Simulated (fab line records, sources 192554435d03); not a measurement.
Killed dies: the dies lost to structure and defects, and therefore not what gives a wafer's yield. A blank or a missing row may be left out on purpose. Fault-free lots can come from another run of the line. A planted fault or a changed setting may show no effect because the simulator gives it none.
Chamber matching    flow n5 finfet    N5_HKMG_FIN_CMP_94 on cmp-02: 4 sister chambers
The step polishes, stops on SiNx, t overpolish 4.7 s, target thk 43.299 nm. 4 wafers are shown with their chamber, then 11 later ones without.

== WAFERS WITH THEIR CHAMBER ==
wafer   chamber  motor current A (A)
L087.1  1        11.8
L090.2  0        11.4
L090.3  2        12.9
L091.1  3        14.1

== WAFERS WITHOUT THEIR CHAMBER ==
wafer   motor current A (A)
L091.3  11.1
L091.4  11.1
L094.4  11.9
L094.5  12.1
L094.6  14.0
L095.2  12.1
L095.4  14.0
L095.5  12.9
L097.4  13.9
L097.5  12.4
L097.6  11.7

== EACH ONE'S CHAMBER ==
wafer    from the rows above            in truth
L091.3   can't be placed: 0 or 1        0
L091.4   can't be placed: 0 or 1        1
L094.4   can't be placed: 1 or 0        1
L094.5   can't be placed: 1 or 0 or 2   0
L094.6   3                              3
L095.2   can't be placed: 1 or 0 or 2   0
L095.4   3                              3
L095.5   2                              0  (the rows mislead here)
L097.4   3                              3
L097.5   can't be placed: 2 or 1 or 0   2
L097.6   can't be placed: 1 or 0        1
3 of 11 placed correctly. Cannot be placed on the basis of these rows: 7; the candidates contain the true chamber in 7. Number placed wrongly: 1.
How it was worked out, from the rows above alone: a wafer's distance from a chamber is the root of the sum, over the readings, of the square of ((its reading less the chamber's mean) divided by the reading's scatter). The wafer belongs to the nearest chamber; if the next one is less than 2 further off, it can't be placed. Each chamber's mean is taken over the wafers shown for it. The scatter: with one shown wafer a chamber, the root of the mean of the squares of how far each hidden wafer lies from its nearest shown one.
